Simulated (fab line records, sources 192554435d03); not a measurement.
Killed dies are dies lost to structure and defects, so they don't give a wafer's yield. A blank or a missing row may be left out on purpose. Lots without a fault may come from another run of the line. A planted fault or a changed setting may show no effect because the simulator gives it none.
Chamber matching | flow n5_finfet | N5_BEOL_M0_SAQP_ILD_DEP_01 on pecvd-04: 3 sister chambers
The step deposits SiOC from DEMS/O2, target thk 45.419 nm, time 8.7 s. 18 wafers are shown with their chamber, then 9 later ones without.

WAFERS WITH THEIR CHAMBER
wafer  | chamber | throttle_valve_pct (%) | heater_power_w (W) | showerhead_plenum_p_Torr (Torr)
L074.2 | 2       | 11.0                   | 553                | 5.686
L074.3 | 0       | 12.2                   | 413                | 5.707
L074.6 | 0       | 12.1                   | 414                | 5.709
L076.1 | 0       | 12.3                   | 427                | 5.703
L076.4 | 1       | 11.6                   | 383                | 5.693
L076.6 | 2       | 11.0                   | 479                | 5.694
L078.1 | 1       | 11.7                   | 375                | 5.713
L078.3 | 2       | 11.0                   | 518                | 5.683
L078.5 | 2       | 11.1                   | 517                | 5.674
L082.2 | 1       | 11.9                   | 337                | 5.688
L082.4 | 0       | 12.3                   | 372                | 5.698
L082.6 | 2       | 10.6                   | 594                | 5.700
L088.2 | 2       | 10.9                   | 594                | 5.703
L088.3 | 1       | 11.9                   | 394                | 5.688
L088.5 | 1       | 11.8                   | 401                | 5.697
L089.1 | 1       | 11.8                   | 412                | 5.678
L089.2 | 0       | 12.2                   | 410                | 5.698
L089.4 | 0       | 12.2                   | 409                | 5.720

SIGNATURES (means of the wafers above)
reading                  | chamber 0 | chamber 1 | chamber 2 | scatter within a chamber
throttle_valve_pct       | 12.217    | 11.783    | 10.933    | 0.129
heater_power_w           | 407.50    | 383.67    | 542.50    | 32.5
showerhead_plenum_p_Torr | 5.70583   | 5.69283   | 5.69000   | 0.0105
Rule: a wafer's distance from a chamber is the root of the sum, over the readings, of the square of ((its reading less the chamber's mean) divided by the reading's scatter). The wafer belongs to the nearest chamber; if the next one is less than 2 further off, it can't be placed. The scatter: the root of (the sum of the squares of (reading less its chamber's mean) over the shown wafers, divided by (wafers less chambers)).

WAFERS WITHOUT THEIR CHAMBER
wafer  | throttle_valve_pct (%) | heater_power_w (W) | showerhead_plenum_p_Torr (Torr)
L091.1 | 12.1                   | 441                | 5.713
L091.3 | 11.1                   | 601                | 5.677
L091.4 | 12.1                   | 430                | 5.712
L096.2 | 12.1                   | 375                | 5.700
L096.3 | 11.1                   | 581                | 5.690
L096.4 | 11.7                   | 398                | 5.704
L097.1 | 11.0                   | 525                | 5.704
L097.2 | 11.9                   | 410                | 5.698
L097.6 | 11.1                   | 507                | 5.702

WHICH CHAMBER EACH WENT THROUGH
wafer  | from the rows above     | in truth
L091.1 | 0                       | 0
L091.3 | 2                       | 2
L091.4 | 0                       | 0
L096.2 | can't be placed: 0 or 1 | 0
L096.3 | 2                       | 2
L096.4 | 1                       | 1
L097.1 | 2                       | 2
L097.2 | can't be placed: 1 or 0 | 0
L097.6 | 2                       | 2
Placed correctly: 7 of 9. Can't be placed from these rows: 2 (the true chamber is among the candidates in 2). Placed wrongly: 0.
